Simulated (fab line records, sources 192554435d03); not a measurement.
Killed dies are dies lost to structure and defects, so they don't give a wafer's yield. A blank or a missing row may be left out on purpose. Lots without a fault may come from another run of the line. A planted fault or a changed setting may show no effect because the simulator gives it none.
fab line records | flow n5_finfet
record lots=7 wafers=39
route steps=1938 shown FIN_SAQP@102 DUMMY_GATE@228
start_h: hours from the record's first day to the start of the lot's first wafer shown | wait_h: hours since the lot's step before | " the same as in the row above | L1.1+2: a row that stands for several wafers | - no value, or no start given | * or withheld: withheld | < > ~ a bound
route shown NAME@n: a module of which the file shows steps, and the number in the route of the first | usual: mean/standard deviation of fault-free wafers | same: alike in all rows | chamber/n: place in a boat | sites: the reading at each site | _std_site: their standard deviation | _edge_site: outer sites' mean less inner sites' | radius_mm: how far each site lies from the wafer's centre | mask NAME#n: copy n | behind: the tool/chamber that last shaped the wafer | hold: why the lot was held/for how many hours/how that ended | device: the transistor (n, p or np) that didn't switch | end of line: the same wafers' tests at the end of the route | a step without rows: its recipe alone | killed: dies lost to structure and defects at the first sort, not the wafer's yield | map: a wafer's dies, x killed, . not, _ none there
set.NAME: the setting as run; set.NAME@STEP: as run at that earlier step | model.NAME: the simulator's own value behind a step, which no gauge read
lots whose settings were changed on purpose; a table a step, a row a wafer
## steps
# step N5_FIN_SAQP_HM_DEP_72
# recipe material=SiO2 target_thk_a=120 temp_c=400 precursor=SiH4/N2O pressure_torr=0.75 rf_w=275 time_s=7.2
# columns lot.wafer tool chamber start_h wait_h set.time_s model.SiO2_of_FIN_SAQP_HM_DEP_72.thk_nm
L076.1 pecvd-04 0 34.03 0.0 6.652 10.96
L076.2 " 1 " " 7.2 11.98
L076.3 " 2 " " 6.652 11.04
L076.4+6 " 0,2 " " 7.2 11.88
L076.5 " 1 " " 6.652 11.17
L081.3 pecvd-03 1 63.99 0.0 7.2 11.98
L081.4 " 2 " " 7.2 12.18
L081.6 " 0 " " 7.2 12.19
L082.1 pecvd-04 2 70.47 0.0 8.351 13.64
L082.2 " 0 " " 7.2 11.9
L082.3 " 1 " " 7.2 12.18
L082.4 " 0 " " 8.351 14.31
L082.5 " 1 " " 8.351 14.04
L082.6 " 2 " " 7.2 12.25
L085.1 pecvd-02 2 88.15 0.0 7.2 12.08
L085.2 " 1 " " 7.2 12.05
L085.3 " 0 " " 7.529 12.34
L085.4 " 1 " " 7.529 12.6
L085.5 " 0 " " 7.529 12.62
L085.6 " 2 " " 7.2 12.12
L088.1 pecvd-04 0 105.57 0.0 7.2 12.1
L088.2 " 1 " " 7.2 11.92
L088.3 " 2 " " 7.2 11.98
L088.4 " 1 " " 7.2 12.26
L088.5 " 2 " " 7.2 12.23
L088.6 " 0 " " 7.2 12.27
L090.1 pecvd-02 1 117.32 0.0 6.81 11.42
L090.2 " 0 " " 7.2 11.97
L090.3 " 2 " " 6.81 11.68
L090.4 " 1 " " 6.81 11.54
L090.5 " 2 " " 7.2 12.31
L090.6 " 0 " " 7.2 12.37
L096.1 pecvd-02 0 153.99 0.0 7.2 11.89
L096.2 " 2 " " 7.2 12.3
L096.3 " 1 " " 7.543 12.63
L096.4 " 1 " " 7.543 12.85
L096.5 " 0 " " 7.2 12.15
L096.6 " 2 " " 7.543 12.96
# step N5_FIN_SAQP_COAT_49
# recipe resist=SOC temp_c=250 time_s=60 spin_rpm=1500 resist_thk_nm=100
# step N5_FIN_SAQP_COAT_50
# recipe resist=SiARC temp_c=220 time_s=60 spin_rpm=1500 resist_thk_nm=35
# step N5_FIN_SAQP_ETCH_52
# recipe chemistry=N2/H2 target=SOC target_depth_a=1000 overetch_a=200 mask_material=SiARC temp_c=40 time_s=150 ion_energy_ev=200 pressure_mtorr=30 source_w=840 bias_w=150 n2_flow_sccm=200 h2_flow_sccm=200 ends=end_point
# step N5_FIN_SAQP_STRIP_53
# recipe chemistry=N2/H2 temp_c=40 n2_flow_sccm=200 h2_flow_sccm=200 rf_frequency_hz=6e+07
# step N5_FIN_SAQP_HM_OPEN_73
# recipe chemistry=CHF3/O2 target=SiO2 stop_on=a-Si target_depth_a=120 over_etch_frac=1.8 mask_material=SOC time_s=16.8 pressure_mtorr=30 source_w=650 bias_w=170 Ar_flow_sccm=200 CHF3_flow_sccm=50 O2_flow_sccm=5 ion_energy_ev=200 ends=end_point
# columns lot.wafer tool chamber start_h wait_h set.time_s@FIN_SAQP_HM_DEP_72 model.etch.depth_nm
L076.1 rie_diel-01 1 34.96 0.0 6.652 10.96
L076.2 " 3 " " 7.2 11.98
L076.3 " 2 " " 6.652 11.04
L076.4+6 " 1,3 " " 7.2 11.88
L076.5 " 2 " " 6.652 11.17
L081.3 rie_diel-01 1 64.61 0.0 7.2 11.98
L081.4 " 0 " " 7.2 12.18
L081.6 " 1 " " 7.2 12.19
L082.1 rie_diel-02 2 71.22 0.0 8.351 13.64
L082.2 " 1 " " 7.2 11.9
L082.3 " 3 " " 7.2 12.18
L082.4 " 2 " " 8.351 14.31
L082.5 " 1 " " 8.351 14.04
L082.6 " 3 " " 7.2 12.25
L085.1 rie_diel-01 0 89.15 0.0 7.2 12.08
L085.2 " 1 " " 7.2 12.05
L085.3 " 3 " " 7.529 12.34
L085.4 " 2 " " 7.529 12.6
L085.5 " 1 " " 7.529 12.62
L085.6 " 0 " " 7.2 12.12
L088.1 rie_diel-02 3 106.22 0.0 7.2 12.1
L088.2 " 0 " " 7.2 11.92
L088.3 " 1 " " 7.2 11.98
L088.4 " 0 " " 7.2 12.26
L088.5 " 1 " " 7.2 12.23
L088.6 " 3 " " 7.2 12.27
L090.1 rie_diel-06 2 118.06 0.0 6.81 11.42
L090.2 " 0 " " 7.2 11.97
L090.3 " 3 " " 6.81 11.68
L090.4 " 3 " " 6.81 11.54
L090.5 " 2 " " 7.2 12.31
L090.6 " 0 " " 7.2 12.37
L096.1 rie_diel-06 3 154.73 0.0 7.2 11.89
L096.2 " 2 " " 7.2 12.3
L096.3 " 0 " " 7.543 12.63
L096.4 " 1 " " 7.543 12.85
L096.5 " 2 " " 7.2 12.15
L096.6 " 3 " " 7.543 12.96
# step N5_DUMMY_GATE_EXPOSE_12
# recipe mask_id=GATE na=0.33 source_shape=annular sigma_inner=0.2 sigma_outer=0.6 polarization=unpolarized target_cd_nm=25 dose_mj=34
# columns lot.wafer tool chamber start_h wait_h mask set.dose_mj
L076.1+2+3+4+5+6 euv_scanner-02 0 58.77 - GATE#0 34
L081.3+4+6 euv_scanner-02 0 89.81 - GATE#0 34
L082.1+3+6 euv_scanner-02 0 95.54 - GATE#0 34
L082.2+4+5 " 0 " " GATE#0 32.02
L085.1+2+3 euv_scanner-02 0 113.00 - GATE#0 35.13
L085.4+5+6 " 0 " " GATE#0 34
L088.1+3+5 euv_scanner-02 0 131.46 - GATE#0 32.05
L088.2+4+6 " 0 " " GATE#0 34
L090.1+3+5 euv_scanner-02 0 141.36 - GATE#0 32.1
L090.2+4+6 " 0 " " GATE#0 34
L096.1+3+6 euv_scanner-02 0 178.87 - GATE#0 32.71
L096.2+4+5 " 0 " " GATE#0 34
# step N5_DUMMY_GATE_PEB_13
# recipe peb_temp_c=100 peb_time_s=60 resist=CAR-EUV
# step N5_DUMMY_GATE_DEVELOP_14
# recipe develop_time_s=30 developer=TMAH resist=CAR-EUV rinse_liquid=surfactant_rinse dry=air_spin dev_temp_c=23
# step N5_DUMMY_GATE_CD_MEAS_15
# recipe target_cd_nm=25.8 landing_energy_ev=500 detector=se_inlens
# usual cd_nm=25.08/0.24
# columns lot.wafer tool chamber start_h wait_h set.dose_mj@DUMMY_GATE_EXPOSE_12 cd_nm
L076.1 cd_sem-01 0 58.90 - 34 25.19
L076.2 " 0 " " 34 25.49
L076.3 " 0 " " 34 25.32
L076.4 " 0 " " 34 25.26
L076.5 " 0 " " 34 25.08
L076.6 " 0 " " 34 25.42
L081.3 cd_sem-02 0 89.93 - 34 25.28
L081.4 " 0 " " 34 25.19
L081.6 " 0 " " 34 25.05
L082.1 cd_sem-02 0 95.66 - 34 25.11
L082.2 " 0 " " 32.02 26.09
L082.3 " 0 " " 34 24.93
L082.4 " 0 " " 32.02 26.11
L082.5 " 0 " " 32.02 26.11
L082.6 " 0 " " 34 25.21
L085.1 cd_sem-03 0 113.12 - 35.13 24.81
L085.2 " 0 " " 35.13 24.21
L085.3 " 0 " " 35.13 24.33
L085.4 " 0 " " 34 25.09
L085.5 " 0 " " 34 25.19
L085.6 " 0 " " 34 24.75
L088.1 cd_sem-03 0 131.59 - 32.05 26.78
L088.2 " 0 " " 34 25.15
L088.3 " 0 " " 32.05 26.18
L088.4 " 0 " " 34 25.07
L088.5 " 0 " " 32.05 25.58
L088.6 " 0 " " 34 25.13
L090.1 cd_sem-03 0 141.48 - 32.1 26.52
L090.2 " 0 " " 34 24.88
L090.3 " 0 " " 32.1 26.47
L090.4 " 0 " " 34 24.72
L090.5 " 0 " " 32.1 25.94
L090.6 " 0 " " 34 25.00
L096.1 cd_sem-01 0 178.99 - 32.71 25.79
L096.2 " 0 " " 34 25.28
L096.3 " 0 " " 32.71 25.63
L096.4 " 0 " " 34 24.92
L096.5 " 0 " " 34 25.01
L096.6 " 0 " " 32.71 25.94
# step N5_DUMMY_GATE_ETCH_37
# recipe chemistry=N2/H2 target=SOC target_depth_a=600 overetch_a=300 temp_c=40 ion_energy_ev=200 pressure_mtorr=30 source_w=840 bias_w=150 n2_flow_sccm=200 h2_flow_sccm=200
# usual rf_vpp_V=522.8/2.6
# columns lot.wafer tool chamber start_h wait_h set.source_w rf_vpp_V model.SiARC_of_DUMMY_GATE_COAT_35.thk_nm
L076.1 rie_diel-04 0 59.17 0.0 753 538.9 5.2
L076.2 " 3 " " 753 544.3 5.4
L076.3 " 2 " " 840 520.3 4.8
L076.4 " 1 " " 753 542.7 5.4
L076.5 " 2 " " 840 521.9 4.8
L076.6 " 3 " " 840 524.0 5
L081.3 rie_diel-03 2 90.21 0.0 840 526.4 5
L081.4 " 0 " " 840 523.9 4.8
L081.6 " 0 " " 840 522.7 4.8
L082.1 rie_diel-05 1 95.94 0.0 840 522.8 5.2
L082.2 " 0 " " 840 523.1 5.2
L082.3 " 2 " " 911.8 512.4 4.8
L082.4 " 3 " " 840 520.7 5.2
L082.5 " 0 " " 911.8 509.2 4.8
L082.6 " 3 " " 911.8 507.2 4.8
L085.1 rie_diel-05 2 113.40 0.0 840 527.6 5.2
L085.2 " 0 " " 692 556.6 5.6
L085.3 " 1 " " 840 522.4 5.2
L085.4 " 3 " " 692 555.1 5.6
L085.5 " 0 " " 840 524.5 5.2
L085.6 " 3 " " 692 556.9 5.6
L088.1 rie_diel-05 3 132.09 0.0 772 535.8 5.4
L088.2 " 0 " " 840 524.6 5
L088.3 " 2 " " 772 543.4 5.4
L088.4 " 2 " " 772 543.1 5.2
L088.5 " 3 " " 840 520.2 5
L088.6 " 0 " " 840 523.7 5
L090.1 rie_diel-03 3 141.94 0.0 721.8 545.1 5.2
L090.2 " 0 " " 840 523.5 4.8
L090.3 " 1 " " 840 521.7 5
L090.4 " 2 " " 721.8 552.8 5.4
L090.5 " 3 " " 721.8 546.3 5.2
L090.6 " 0 " " 840 524.1 4.8
L096.1 rie_diel-03 0 179.27 0.0 840 524.3 4.8
L096.2 " 2 " " 785.6 538.9 5.2
L096.3 " 1 " " 840 521.0 5
L096.4 " 2 " " 840 527.4 5
L096.5 " 0 " " 785.6 535.9 5
L096.6 " 1 " " 785.6 533.5 5.2
# step N5_DUMMY_GATE_ETCH_44
# recipe chemistry=HBr/O2 over_etch_frac=0.7 target_depth_a=1275 stop_on=SiO2 ion_energy_ev=60 bias_w=20 target=poly-Si mask_material=SiO2 pressure_mtorr=20 icp_w=400 HBr_flow_sccm=120 O2_flow_sccm=10
# columns lot.wafer tool chamber start_h wait_h set.target_depth_a
L076.1+5+6 rie_si-02 2,2,3 59.79 0.0 1130
L076.2+3+4 " 1,0,3 " " 1275
L081.3+4+6 rie_si-06 0,3,0 90.93 0.0 1275
L082.1+3+4 rie_si-02 1,3,2 96.56 0.0 1135
L082.2+5+6 " 0,0,1 " " 1275
L085.1+2+4 rie_si-03 2,0,1 114.01 0.0 1275
L085.3+5+6 " 1,2,0 " " 1148
L088.1+2+3+4+5+6 rie_si-02 1,0,2,3,3,0 132.71 0.0 1275
L090.1+2+3+4+5+6 rie_si-02 2,0,3,1,0,1 142.55 0.0 1275
L096.1+2+4 rie_si-03 3,0,2 179.88 0.0 1342
L096.3+5+6 " 1,2,1 " " 1275
# step N5_DUMMY_GATE_ETCH_42
# recipe chemistry=CHF3/O2 target=SiO2 target_depth_a=35 time_s=31 ion_energy_ev=30 bias_w=12 pressure_mtorr=30 source_w=600 Ar_flow_sccm=200 CHF3_flow_sccm=50 O2_flow_sccm=5
# columns lot.wafer tool chamber start_h wait_h set.dose_mj@DUMMY_GATE_EXPOSE_12 model.DUMMY_GATE.cd_nm
L076.1+6 rie_diel-05 0,1 59.95 0.0 34 14.8
L076.2+5 " 1,2 " " 34 15
L076.3 " 2 " " 34 15.2
L076.4 " 3 " " 34 15.6
L081.3+6 rie_diel-05 0,3 91.09 0.0 34 15
L081.4 " 2 " " 34 14.4
L082.1 rie_diel-03 0 96.72 0.0 34 14
L082.2 " 3 " " 32.02 16.2
L082.3 " 2 " " 34 14.2
L082.4 " 1 " " 32.02 16
L082.5 " 3 " " 32.02 15.6
L082.6 " 2 " " 34 14.4
L085.1 rie_diel-03 2 114.19 0.1 35.13 14
L085.2 " 0 " " 35.13 14.8
L085.3 " 3 " " 35.13 14.4
L085.4+6 " 1,2 " " 34 15.8
L085.5 " 3 " " 34 15.6
L088.1 rie_diel-03 1 132.87 0.0 32.05 16.2
L088.2 " 3 " " 34 15
L088.3 " 0 " " 32.05 15.2
L088.4 " 2 " " 34 15.2
L088.5 " 0 " " 32.05 16.4
L088.6 " 1 " " 34 15.4
L090.1 rie_diel-05 1 142.80 0.1 32.1 16.4
L090.2+6 " 2,1 " " 34 15
L090.3 " 3 " " 32.1 16
L090.4 " 0 " " 34 15.2
L090.5 " 2 " " 32.1 16.2
L096.1+3 rie_diel-04 1,3 180.04 0.0 32.71 16.2
L096.2 " 0 " " 34 14.8
L096.4 " 1 " " 34 15.2
L096.5 " 0 " " 34 15
L096.6 " 3 " " 32.71 15.8
## key
split step=N5_FIN_SAQP_HM_DEP_72 setting=time_s stated=7.2 by=wafer
response step=N5_FIN_SAQP_HM_DEP_72 reading=model.SiO2_of_FIN_SAQP_HM_DEP_72.thk_nm change=+0.118 per=1% r=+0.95
response step=N5_FIN_SAQP_HM_OPEN_73 reading=model.etch.depth_nm change=+0.118 per=1% r=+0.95
split step=N5_DUMMY_GATE_EXPOSE_12 setting=dose_mj stated=34 by=wafer
response step=N5_DUMMY_GATE_CD_MEAS_15 reading=cd_nm change=-0.2 per=1% r=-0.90
response step=N5_DUMMY_GATE_ETCH_42 reading=model.DUMMY_GATE.cd_nm change=-0.236 per=1% r=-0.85
split step=N5_DUMMY_GATE_ETCH_37 setting=source_w stated=840 by=wafer
response step=N5_DUMMY_GATE_ETCH_37 reading=rf_vpp_V change=-1.81 per=1% r=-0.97
response step=N5_DUMMY_GATE_ETCH_37 reading=model.SiARC_of_DUMMY_GATE_COAT_35.thk_nm change=-0.0313 per=1% r=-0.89
split step=N5_DUMMY_GATE_ETCH_44 setting=target_depth_a stated=1275 by=wafer
response none clear
